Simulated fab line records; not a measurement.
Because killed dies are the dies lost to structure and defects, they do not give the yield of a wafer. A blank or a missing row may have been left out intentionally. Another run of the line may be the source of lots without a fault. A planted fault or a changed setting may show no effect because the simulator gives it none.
Check of tool commonality + flow n5_finfet + 25 wafers sampled across 9 lots

== REASON FOR OPENING ==
On 2 of the 9 lots, a flag is raised at N5_DUMMY_GATE_INSPECT_27 on the reading raw_defect_count. Fault-free wafers read 315, with a standard deviation of 77.
Rule: a lot is flagged when every wafer of it that has a number lies more than 4 standard deviations from that mean, or none has a number. As for the other lots, they are considered sound.

| lot  | measured    | on                | raw_defect_count, wafer by wafer | flag    |
|------|-------------|-------------------|----------------------------------|---------|
| L292 | day 3 06:46 | defect_inspect-02 | 483 368 499                      |         |
| L293 | day 3 13:49 | defect_inspect-01 | 296 302                          |         |
| L295 | day 3 23:09 | defect_inspect-02 | 156 164                          |         |
| L297 | day 4 11:07 | defect_inspect-02 | 306 287 270                      |         |
| L306 | day 6 19:43 | defect_inspect-02 | 884 824 744                      | FLAGGED |
| L308 | day 7 04:28 | defect_inspect-01 | 661 715 711                      | FLAGGED |
| L311 | day 7 23:22 | defect_inspect-02 | 360 369 317                      |         |
| L312 | day 8 05:32 | defect_inspect-01 | 329 295 276                      |         |
| L314 | day 8 18:21 | defect_inspect-02 | 328 492 385                      |         |
On average the flagged lots' numbers are 756, which is +442 against the usual, or +6 standard deviations.

== EACH LOT AND THE TOOL IT RAN ON ==
The record holds 3 process steps before the reading, out of a route of 1938 steps. Cell contents, in order: the tool; ch with the chambers the sampled wafers went through; the start.
| lot  | flag    | N5_DUMMY_GATE_ETCH_37             | N5_DUMMY_GATE_ETCH_42             | N5_DUMMY_GATE_PRECLEAN_25          |
|------|---------|-----------------------------------|-----------------------------------|------------------------------------|
| L292 |         | rie_diel-06 ch 0,1,3, day 3 05:44 | rie_diel-05 ch 1,3, day 3 06:32   | wet_bench-04 ch 1,6,7, day 3 06:40 |
| L293 |         | rie_diel-05 ch 1, day 3 12:40     | rie_diel-06 ch 1,3, day 3 13:34   | wet_bench-05 ch 0,3, day 3 13:43   |
| L295 |         | rie_diel-02 ch 1,2, day 3 22:07   | rie_diel-06 ch 2,3, day 3 22:55   | wet_bench-01 ch 1,2, day 3 23:03   |
| L297 |         | rie_diel-05 ch 0,1, day 4 10:01   | rie_diel-06 ch 1,2, day 4 10:52   | wet_bench-05 ch 0,1,3, day 4 11:00 |
| L306 | FLAGGED | rie_diel-05 ch 0,2,3, day 6 18:34 | rie_diel-05 ch 0,1,2, day 6 19:28 | wet_bench-05 ch 1,2,5, day 6 19:37 |
| L308 | FLAGGED | rie_diel-05 ch 0,2,3, day 7 03:28 | rie_diel-06 ch 0,2,3, day 7 04:14 | wet_bench-05 ch 0,1,4, day 7 04:22 |
| L311 |         | rie_diel-05 ch 0,1,2, day 7 22:22 | rie_diel-02 ch 0,1,2, day 7 23:08 | wet_bench-04 ch 1,4,5, day 7 23:16 |
| L312 |         | rie_diel-02 ch 1,2, day 8 04:27   | rie_diel-06 ch 1,2,3, day 8 05:19 | wet_bench-04 ch 0,4,6, day 8 05:26 |
| L314 |         | rie_diel-05 ch 0,2,3, day 8 17:04 | rie_diel-06 ch 0,1,2, day 8 18:07 | wet_bench-01 ch 0,5,6, day 8 18:15 |
These steps, and what they do:
- N5_DUMMY_GATE_ETCH_37: etches SOC in N2/H2, target depth 60 nm, overetch 30 nm.
- N5_DUMMY_GATE_ETCH_42: etches SiO2 in CHF3/O2, target depth 3.5 nm, time 31 s.
- N5_DUMMY_GATE_PRECLEAN_25: cleans in O3/DIW, time 45 s.
- N5_DUMMY_GATE_INSPECT_27: inspects for defects (brightfield).

== FLAGGED AGAINST TOTAL, ONE TOOL AT A TIME (gauges that did the reading follow at the end) ==
| step                      | tool              | lots run | flagged | share of the flagged lots | sound lots run after its first flagged lot |
|---------------------------|-------------------|----------|---------|---------------------------|--------------------------------------------|
| N5_DUMMY_GATE_ETCH_37     | rie_diel-02       | 2        | 0       | none                      | -                                          |
| N5_DUMMY_GATE_ETCH_37     | rie_diel-05       | 6        | 2       | all                       | 2 (L311,L314)                              |
| N5_DUMMY_GATE_ETCH_37     | rie_diel-06       | 1        | 0       | none                      | -                                          |
| N5_DUMMY_GATE_ETCH_42     | rie_diel-02       | 1        | 0       | none                      | -                                          |
| N5_DUMMY_GATE_ETCH_42     | rie_diel-05       | 2        | 1       | some                      | 0                                          |
| N5_DUMMY_GATE_ETCH_42     | rie_diel-06       | 6        | 1       | some                      | 2 (L312,L314)                              |
| N5_DUMMY_GATE_PRECLEAN_25 | wet_bench-01      | 2        | 0       | none                      | -                                          |
| N5_DUMMY_GATE_PRECLEAN_25 | wet_bench-04      | 3        | 0       | none                      | -                                          |
| N5_DUMMY_GATE_PRECLEAN_25 | wet_bench-05      | 4        | 2       | all                       | 0                                          |
| N5_DUMMY_GATE_INSPECT_27  | defect_inspect-01 | 3        | 1       | some                      | 1 (L312)                                   |
| N5_DUMMY_GATE_INSPECT_27  | defect_inspect-02 | 6        | 1       | some                      | 2 (L311,L314)                              |

== WHAT THE TABLE ALLOWS ==
Table rows that saw every flagged lot: 2, namely rie_diel-05 at N5_DUMMY_GATE_ETCH_37 and wet_bench-05 at N5_DUMMY_GATE_PRECLEAN_25.
- rie_diel-05 at N5_DUMMY_GATE_ETCH_37 ran 6 lots, 2 of them flagged. After the first flagged lot (L311, L314), sound lots still ran on it; a lasting fault on the whole tool would not permit that.
- wet_bench-05 at N5_DUMMY_GATE_PRECLEAN_25 ran 4 lots, 2 of them flagged. Last sound lot L297 at day 4 11:00, first flagged lot L306 at day 6 19:37; a fault beginning in between fits.
Just one tool remains: wet_bench-05 at N5_DUMMY_GATE_PRECLEAN_25.

== WHAT WAS PUT IN BY THE SIMULATOR ==
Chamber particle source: wet_bench-05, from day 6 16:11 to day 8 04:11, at N5_DUMMY_GATE_PRECLEAN_25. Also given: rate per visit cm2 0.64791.
Shown lots that were struck: L306, L308. The rule above reached the same finding.
